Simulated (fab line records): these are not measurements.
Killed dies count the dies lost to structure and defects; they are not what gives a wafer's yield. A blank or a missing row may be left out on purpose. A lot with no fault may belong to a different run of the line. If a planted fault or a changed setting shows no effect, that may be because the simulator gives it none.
Comparing a struck lot with a sound one	flow n5-finfet	16 steps out of a route of 1938
Sound: the wafers L880.1, L880.4, L880.6. Struck: wafer L900.5; the same lot's L900.6 was not struck, so it is left out; see the end for the cause.
Order at every step that has rows: each side's tool, ch and its chambers, its first start. Under that, the readings that differ: sound wafers	struck wafers	difference of the means	sigmas: that difference in standard deviations of wafers without a fault.
alike: words and numbers the same on both sides, and readings whose means are apart by under 2 such deviations; not compared: readings that were withheld, readings missing a value for some wafer, numbers with overlapping values and no deviation given by the record, and bounds like >300 which may hide the same value.
The two part at a step that has a row with sigmas, a row that says differs or no value, or rows on one side only. Numbers that have no deviation but don't overlap get no sigmas and don't part them. A reading missing from all wafers of one side parts the sides only when that side holds two or more wafers.

first, 1 step without rows for these wafers: N5_BEOL_M0_SAQP_STRIP_80 (strips in N2/H2).
N5_BEOL_M0_SAQP_HM_OPEN_112: chemistry CHF3/O2, target SiO2, stops on a-Si, target depth 12 nm, time 13.5 s.
  sound on rie-diel-01 ch 1,3, day 6 07:32; struck on rie-diel-01 ch 2, day 11 08:16
reading	sound	struck	difference	sigmas
showerhead-plenum-p-Torr (Torr)	2.32 2.31 2.32	2.51	+0.19	+2
  alike: drypump-motor-current-A, oes-product-au, rf-vpp-V, throttle-valve-pct
  not compared: rf-hours-counter-h
then, 1 step without rows for these wafers: N5_BEOL_M0_SAQP_STRIP_113 (strips in CHF3/O2).
N5_BEOL_M0_SAQP_MANDREL_ETCH_20: etches a-Si in HBr/Cl2, stops on SiNx, target depth 60 nm, bt time 10 s, time 30 s.
  sound on rie-si-02 ch 0,1, day 6 07:37; struck on rie-si-01 ch 0, day 11 08:22
reading	sound	struck	difference	sigmas
drypump-motor-current-A (A)	4.8 5.5 5.5	6.2	+0.9	+2
oes-product-au (a.u.)	0.768 0.758 0.755	0.795	+0.035	+2
  alike: he-backside-leak-sccm, throttle-valve-pct
  not compared: rf-hours-counter-h
N5_BEOL_M0_SAQP_STRIP_86: strips in N2/H2.
  sound on rie-diel-03 ch 1,2,3, day 6 07:43; struck on rie-diel-04 ch 3, day 11 08:26
  alike: drypump-motor-current-A, n2-flow-sccm, oes-product-au, rf-vpp-V, showerhead-plenum-p-Torr, throttle-valve-pct
  not compared: rf-hours-counter-h
then, 5 steps without rows for these wafers: N5_BEOL_M0_SAQP_STRIP_115 (strips in post etch residue remover, time 60 s); N5_BEOL_M0_SAQP_SRD_93 (time 30 s); N5_BEOL_M0_SAQP_RECESS_114 (chemistry HF/NH3, target SiO2, target depth 14.4 nm, afs cycles 3, sublimation time 60 s); N5_BEOL_M0_SAQP_SPACER1_ALD_98 (deposits SiO2, target thk 12.8 nm, pulse time 1 s, purge time 2 s); N5_BEOL_M0_SAQP_SPACER1_ETCHBACK_99 (etches SiO2 in CHF3/O2, target depth 15.4 nm, time 7.7 s).
N5_BEOL_M0_SAQP_MANDREL1_REMOVE_100: chemistry HBr/Cl2/O2, target a-Si, stops on SiNx, bt time 10 s.
  sound on rie-si-06 ch 0,1,3, day 6 08:48; struck on rie-si-02 ch 0, day 11 09:33
  alike: drypump-motor-current-A, he-backside-leak-sccm, oes-product-au, throttle-valve-pct
  not compared: rf-hours-counter-h
N5_BEOL_M0_SAQP_CD_MEAS_25 targets a cd of 13.1 nm.
  sound on cd-sem-02 ch 0, day 6 08:55; struck on cd-sem-01 ch 0, day 11 09:38
  alike: cd-nm
N5_BEOL_M0_SAQP_ETCH_101: etches SiNx in CH3F/O2, target depth 29.9 nm, time 42.7 s.
  sound on rie-diel-03 ch 0,1,3, day 6 08:57; struck on rie-diel-01 ch 3, day 11 09:42
reading	sound	struck	difference	sigmas
oes-product-au (a.u.)	0.91 0.71 0.82	0.97	+0.16	+3
model.etch.depth-nm (nm)	30.22 29.83 29.72	43.65	+13.73	
  alike: drypump-motor-current-A, rf-vpp-V, showerhead-plenum-p-Torr, throttle-valve-pct
  not compared: rf-hours-counter-h
N5_BEOL_M0_SAQP_ETCH_102: etches SiO2 in CF4, target depth 4 nm, time 4.4 s.
  sound on rie-si-01 ch 0,2, day 6 09:03; struck on rie-si-06 ch 3, day 11 09:47
  alike: drypump-motor-current-A, he-backside-leak-sccm, oes-product-au, throttle-valve-pct
  not compared: rf-hours-counter-h
-- the record jumps here: 3 days lie between the struck wafers' starts before and after (it left off in module BEOL_M0_SAQP and takes up again in module BEOL_M4, whose first step shown is number 1111 of the route) --
N5_BEOL_M4_RC_MEAS_101:
  sound on prober-01 ch 0, day 9 13:39; struck on prober-01 ch 0, day 14 01:04
  alike: DIBL_N, DIBL_P, IOFF_N, IOFF_P, ION_N, ION_P, SS_N, SS_P, VT_N, VT_P
then, 1 step without rows for these wafers: N5_PASSIVATION_PROBE_49.

## WHERE THEY PART
First at N5_BEOL_M0_SAQP_HM_OPEN_112; last, within this record, at N5_BEOL_M0_SAQP_ETCH_101. Later steps at which nothing parts them and some readings are alike: N5_BEOL_M0_SAQP_ETCH_102, N5_BEOL_M4_RC_MEAS_101.

WHY: whatever the simulator had introduced
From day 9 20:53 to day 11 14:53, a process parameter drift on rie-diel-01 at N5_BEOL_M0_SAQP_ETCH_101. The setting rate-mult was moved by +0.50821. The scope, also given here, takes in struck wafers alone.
